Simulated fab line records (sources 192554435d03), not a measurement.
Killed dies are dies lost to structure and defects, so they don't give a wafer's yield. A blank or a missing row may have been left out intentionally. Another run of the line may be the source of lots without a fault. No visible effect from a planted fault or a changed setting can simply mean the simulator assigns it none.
Matching of chambers / flow n5Finfet / N5_HKMG_FIN_ETCH_55 on rieDiel-06 has 4 sister chambers
The step etches SOC in N2/H2, target depth 240 nm, time 300 s. 8 wafers are shown with their chamber, then 7 later ones without.

== WAFERS, EACH WITH ITS CHAMBER ==
wafer=L078.2; chamber=1; showerheadPlenumPTorr (Torr)=2.61; throttleValvePct (%)=18.27
wafer=L078.5; chamber=1; showerheadPlenumPTorr (Torr)=2.61; throttleValvePct (%)=18.27
wafer=L081.3; chamber=2; showerheadPlenumPTorr (Torr)=2.50; throttleValvePct (%)=17.76
wafer=L083.1; chamber=0; showerheadPlenumPTorr (Torr)=2.49; throttleValvePct (%)=18.03
wafer=L083.4; chamber=2; showerheadPlenumPTorr (Torr)=2.50; throttleValvePct (%)=17.78
wafer=L083.5; chamber=3; showerheadPlenumPTorr (Torr)=2.52; throttleValvePct (%)=18.14
wafer=L085.3; chamber=3; showerheadPlenumPTorr (Torr)=2.51; throttleValvePct (%)=18.14
wafer=L085.5; chamber=0; showerheadPlenumPTorr (Torr)=2.49; throttleValvePct (%)=18.03

== WAFERS WITH NO CHAMBER GIVEN ==
wafer=L085.6; showerheadPlenumPTorr (Torr)=2.52; throttleValvePct (%)=18.13
wafer=L091.1; showerheadPlenumPTorr (Torr)=2.59; throttleValvePct (%)=17.87
wafer=L091.4; showerheadPlenumPTorr (Torr)=2.49; throttleValvePct (%)=18.05
wafer=L091.5; showerheadPlenumPTorr (Torr)=2.49; throttleValvePct (%)=18.07
wafer=L094.2; showerheadPlenumPTorr (Torr)=2.49; throttleValvePct (%)=17.81
wafer=L094.3; showerheadPlenumPTorr (Torr)=2.48; throttleValvePct (%)=18.05
wafer=L094.4; showerheadPlenumPTorr (Torr)=2.59; throttleValvePct (%)=17.90

== THE CHAMBER EACH PASSED THROUGH ==
wafer=L085.6; from the rows above=3; in truth=3
wafer=L091.1; from the rows above=2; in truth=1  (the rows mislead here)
wafer=L091.4; from the rows above=0; in truth=0
wafer=L091.5; from the rows above=0; in truth=0
wafer=L094.2; from the rows above=2; in truth=2
wafer=L094.3; from the rows above=0; in truth=0
wafer=L094.4; from the rows above=2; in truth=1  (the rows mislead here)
Correctly placed: 5 of 7. Can't be placed from these rows: 0. Placed wrongly: 2.
How it was worked out, from the rows above alone: a wafer's distance from a chamber is the root of the sum, over the readings, of the square of ((its reading less the chamber's mean) divided by the reading's scatter). The wafer belongs to the nearest chamber; if the next one is less than 2 further off, it can't be placed. For every chamber, the mean is computed from those of its wafers that are shown. The scatter: the root of (the sum of the squares of (reading less its chamber's mean) over the shown wafers, divided by (wafers less chambers)).
